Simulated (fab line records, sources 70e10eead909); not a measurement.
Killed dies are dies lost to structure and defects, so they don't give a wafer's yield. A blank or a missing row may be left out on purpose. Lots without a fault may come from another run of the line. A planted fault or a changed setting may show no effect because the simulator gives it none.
Which tool did it? | flow nand_harc | 12 lots, 36 wafers sampled, at 1 step of a route of 1302

WHAT THE GAUGES READ, wafer by wafer
NHARC_P_ZERO_WELL_CD_MEAS_24: target cd 720 nm.
lot  | measured     | on        | cd_nm (nm)
L075 | day 2 09:01  | cd_sem-01 | 721.2 722.6 721.6
L077 | day 3 04:39  | cd_sem-02 | 721.6 720.0 720.1
L079 | day 4 00:29  | cd_sem-03 | 720.1 719.2 717.8
L081 | day 4 20:35  | cd_sem-03 | 719.0 718.5 717.1
L083 | day 5 16:31  | cd_sem-01 | 720.1 724.2 719.4
L085 | day 6 12:35  | cd_sem-02 | 723.8 722.6 721.6
L087 | day 7 08:31  | cd_sem-01 | 717.5 719.0 720.8
L089 | day 8 04:28  | cd_sem-01 | 717.9 719.8 716.8
L091 | day 9 00:29  | cd_sem-01 | 720.2 722.7 722.5
L093 | day 9 22:09  | cd_sem-02 | 721.5 723.4 721.5
L095 | day 10 16:44 | cd_sem-01 | 720.3 722.4 719.4
L097 | day 11 12:30 | cd_sem-02 | 722.6 719.8 723.1

WHICH TOOL RAN EACH LOT (tool, then ch and the chambers of the sampled wafers, then the start)
The record holds no process step before these readings.

THE ANSWER, worked out from the rows above alone
Rule: what is usual is taken from the lots themselves. Put in order of their means at a reading, lots are off if they are a third of the lots or fewer, leave a main group of 4 or more, and stand apart from it by a gap of 3 or more times the standard deviation of the main group's means; of several such gaps the widest counts. A main group whose means are all the same, to the digits that the tables above print for the reading, isn't used. A lot without any number at a reading at which 4 lots or more have one is off too. The other lots that the step has rows for count as sound.
No lot is off at any reading shown: from this, nothing can be told.

WHAT THE SIMULATOR HAD PUT IN
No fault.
